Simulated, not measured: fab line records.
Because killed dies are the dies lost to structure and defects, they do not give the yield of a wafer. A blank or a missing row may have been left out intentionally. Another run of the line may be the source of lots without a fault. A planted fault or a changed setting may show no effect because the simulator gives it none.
Chamber matching ; flow n5 finfet ; uv cure-03 running N5_BEOL_M11_CURE_72: 3 sister chambers
The step cures SiCOH lowk, time 120 s. 14 wafers are shown with their chamber, then 7 later ones without.

== EACH WAFER AND ITS CHAMBER ==
wafer;chamber;wafer_temp_C_max;lamp power pct (%)
L078.1;1;370.6;52.31
L078.4;1;371.6;52.34
L078.6;1;371.2;52.32
L079.1;0;371.4;52.29
L079.3;0;371.5;52.33
L079.6;0;372.0;52.39
L079.2;0;371.0;52.36
L079.4;0;371.1;52.38
L079.5;0;371.5;52.32
L081.2;2;371.5;52.26
L081.3;2;371.3;52.38
L081.5;2;372.1;52.23
L090.2;0;371.5;52.40
L090.3;0;371.7;52.22

SIGNATURES (means of the wafers above)
reading;chamber 0;chamber 1;chamber 2;scatter within a chamber
wafer_temp_C_max;371.462;371.133;371.633;0.376
lamp power pct;52.3362;52.3233;52.2900;0.0591
Rule: a wafer lies at a distance from a chamber equal to the root of the sum of squares, over the readings, of (its reading less the chamber's mean, divided by the reading's scatter). The wafer belongs to the nearest chamber; if the next one is less than 2 further off, it can't be placed. The scatter: the root of (the sum of the squares of (reading less its chamber's mean) over the shown wafers, divided by (wafers less chambers)).

== WAFERS WHOSE CHAMBER IS MISSING ==
wafer;wafer_temp_C_max;lamp power pct (%)
L090.5;371.8;52.29
L088.1;371.7;52.32
L088.3;372.7;52.37
L088.4;371.8;52.25
L088.2;371.9;52.37
L088.5;371.8;52.37
L088.6;372.0;52.37

== EACH ONE'S CHAMBER ==
wafer;from the rows above;in truth
L090.5;can't be placed: 2 or 0 or 1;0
L088.1;can't be placed: 2 or 0 or 1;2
L088.3;can't be placed: 2 or 0 or 1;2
L088.4;can't be placed: 2 or 0 or 1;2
L088.2;can't be placed: 0 or 2 or 1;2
L088.5;can't be placed: 0 or 2 or 1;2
L088.6;can't be placed: 0 or 2 or 1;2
Placed correctly: 0 of 7. Cannot be placed on the basis of these rows: 7; the candidates contain the true chamber in 7. Wrongly placed: 0.
